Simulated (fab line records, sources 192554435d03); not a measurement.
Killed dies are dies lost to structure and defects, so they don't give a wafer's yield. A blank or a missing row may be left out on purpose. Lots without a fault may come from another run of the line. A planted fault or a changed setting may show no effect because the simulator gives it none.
Problem report in the 8D (eight disciplines) form, filled by code | flow n5_finfet | the parts of the form that need people (team, actions taken, sign-off) are left out

1. THE PROBLEM
run_length_s at N5_BEOL_M5_COAT_60 reads a mean of 71.60 s on 1 wafer of 1 lot; wafers without a fault read 66.07 s with a standard deviation of 0.18. That is +31 standard deviations from the usual mean.
The step: time 60 s, resist thk 12 nm.
First seen on wafer L301.4, day 10 15:23, on litho_track-02. The record holds 14 wafers of 5 lots with a number at this step. Rule for "out", or "out of limits": more than 4 standard deviations from the usual mean. The other wafers with a number count as sound.

2. WHAT IT IS AND WHAT IT IS NOT
question                    | is                | is not
which readings at this step | run_length_s      | -
which lots                  | L301              | L306, L308, L310, L312
which wafers of those lots  | L301.4            | L301.1
read on which tools         | litho_track-02    | litho_track-03, litho_track-05
when                        | from day 10 15:23 | up to then (1 sound wafer); but 12 sound wafers of L306, L308, L310, L312 came after

3. SUSPECTS, AND WHAT RULES EACH OUT
Counting: a tool at a process step up to the reading stays a suspect if it ran every lot that is out. Sound lots after the first of them don't rule it out here, since some wafers of a struck lot are sound.
- cvd_co-01 at N5_BEOL_M4_CO_CAP_55 (material Co, precursor CCTBA/H2, target thk 2 nm, time 102.1 s): kept. It ran the lot that is out, L301 (day 10 12:01).
- pecvd-01 at N5_BEOL_M4_DEP_57 (deposits SiCN from 3MS/NH3, target thk 8 nm, time 14 s): kept. It ran the lot that is out, L301 (day 10 12:08).
- pecvd-02 at N5_BEOL_M5_ILD_DEP_00 (deposits SiCOH lowk from DEMS/porogen, target thk 140.64 nm, time 25.9 s): kept. It ran the lot that is out, L301 (day 10 13:13).
- uv_cure-03 at N5_BEOL_M5_CURE_79 (cures SiCOH lowk, time 240 s): kept. It ran the lot that is out, L301 (day 10 13:22).
- pecvd-04 at N5_BEOL_M5_PECVD_70 (deposits SiO2 from TEOS/O2, target thk 16 nm, time 18 s): kept. It ran the lot that is out, L301 (day 10 13:55).
- litho_track-02 at N5_BEOL_M5_COAT_60 (time 60 s, resist thk 12 nm): kept. It ran the lot that is out, L301 (day 10 15:23). Its own readings are out on those wafers: run_length_s.
- Within cvd_co-01 at N5_BEOL_M4_CO_CAP_55: the wafers that are out ran in chamber 1; their sound lot-mates ran in chamber 2.
- Within pecvd-01 at N5_BEOL_M4_DEP_57: the wafers that are out ran in chamber 2; their sound lot-mates ran in chamber 1.
- Within pecvd-04 at N5_BEOL_M5_PECVD_70: the wafers that are out ran in chamber 1; their sound lot-mates ran in chamber 2.
Left after counting: cvd_co-01 at N5_BEOL_M4_CO_CAP_55, pecvd-01 at N5_BEOL_M4_DEP_57, pecvd-02 at N5_BEOL_M5_ILD_DEP_00, uv_cure-03 at N5_BEOL_M5_CURE_79, pecvd-04 at N5_BEOL_M5_PECVD_70, litho_track-02 at N5_BEOL_M5_COAT_60.

4. THE CAUSE (what the simulator had put in)
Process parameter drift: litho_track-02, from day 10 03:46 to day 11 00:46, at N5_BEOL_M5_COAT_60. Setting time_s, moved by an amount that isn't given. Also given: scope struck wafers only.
Counting left 6 suspects, and this tool is among them.

5. THE CHAIN OF EFFECTS, in route order
Each row: a reading whose mean over the struck wafers that have a number lies more than 3 standard deviations from the usual. Only readings for which the record gives a usual standard deviation are gone through. hours: the time from each lot's start at the first step in this table that gives one to its start at this step, as a median over the lots. sigmas: the change in usual standard deviations.
hours | step               | reading      | usual   | on struck wafers | change | sigmas
0     | N5_BEOL_M5_COAT_60 | run_length_s | 66.07 s | 71.60            | +5.53  | +31
The process steps in it:
- N5_BEOL_M5_COAT_60: time 60 s, resist thk 12 nm.

6. WHAT WOULD HAVE CAUGHT IT SOONER
In this record the first reading out of limits was taken at day 10 15:23, 12 hours after the fault began at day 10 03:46.
